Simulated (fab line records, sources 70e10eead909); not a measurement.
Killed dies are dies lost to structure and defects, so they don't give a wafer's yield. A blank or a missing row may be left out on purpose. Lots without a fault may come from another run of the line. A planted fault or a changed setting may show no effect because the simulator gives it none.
Chamber matching | flow nand_harc | NHARC_A_CHANNEL_HOLE_D1_DEP_01 on pecvd-03: 3 sister chambers
The step deposits SiON, target thk 140 nm. 16 wafers are shown with their chamber, then 8 later ones without.

WAFERS WITH THEIR CHAMBER
wafer  | chamber | heater_power_w (W)
L074.1 | 0       | 659
L074.2 | 2       | 654
L074.5 | 2       | 645
L079.1 | 1       | 862
L079.3 | 2       | 632
L079.4 | 0       | 816
L080.3 | 1       | 885
L080.5 | 0       | 785
L080.6 | 1       | 873
L083.2 | 2       | 542
L083.4 | 1       | 809
L083.6 | 0       | 762
L084.2 | 2       | 547
L084.4 | 1       | 926
L084.6 | 0       | 718
L088.2 | 1       | 911

SIGNATURES (means of the wafers above)
reading        | chamber 0 | chamber 1 | chamber 2 | scatter within a chamber
heater_power_w | 748.00    | 877.67    | 604.00    | 52.3
Rule: a wafer's distance from a chamber is the root of the sum, over the readings, of the square of ((its reading less the chamber's mean) divided by the reading's scatter). The wafer belongs to the nearest chamber; if the next one is less than 2 further off, it can't be placed. The scatter: the root of (the sum of the squares of (reading less its chamber's mean) over the shown wafers, divided by (wafers less chambers)).

WAFERS WITHOUT THEIR CHAMBER
wafer  | heater_power_w (W)
L088.3 | 732
L088.6 | 576
L088.1 | 562
L088.4 | 924
L088.5 | 738
L097.3 | 794
L097.4 | 672
L097.6 | 788

WHICH CHAMBER EACH WENT THROUGH
wafer  | from the rows above     | in truth
L088.3 | 0                       | 0
L088.6 | 2                       | 2
L088.1 | 2                       | 2
L088.4 | 1                       | 1
L088.5 | 0                       | 0
L097.3 | can't be placed: 0 or 1 | 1
L097.4 | can't be placed: 2 or 0 | 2
L097.6 | can't be placed: 0 or 1 | 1
Placed correctly: 5 of 8. Can't be placed from these rows: 3 (the true chamber is among the candidates in 3). Placed wrongly: 0.
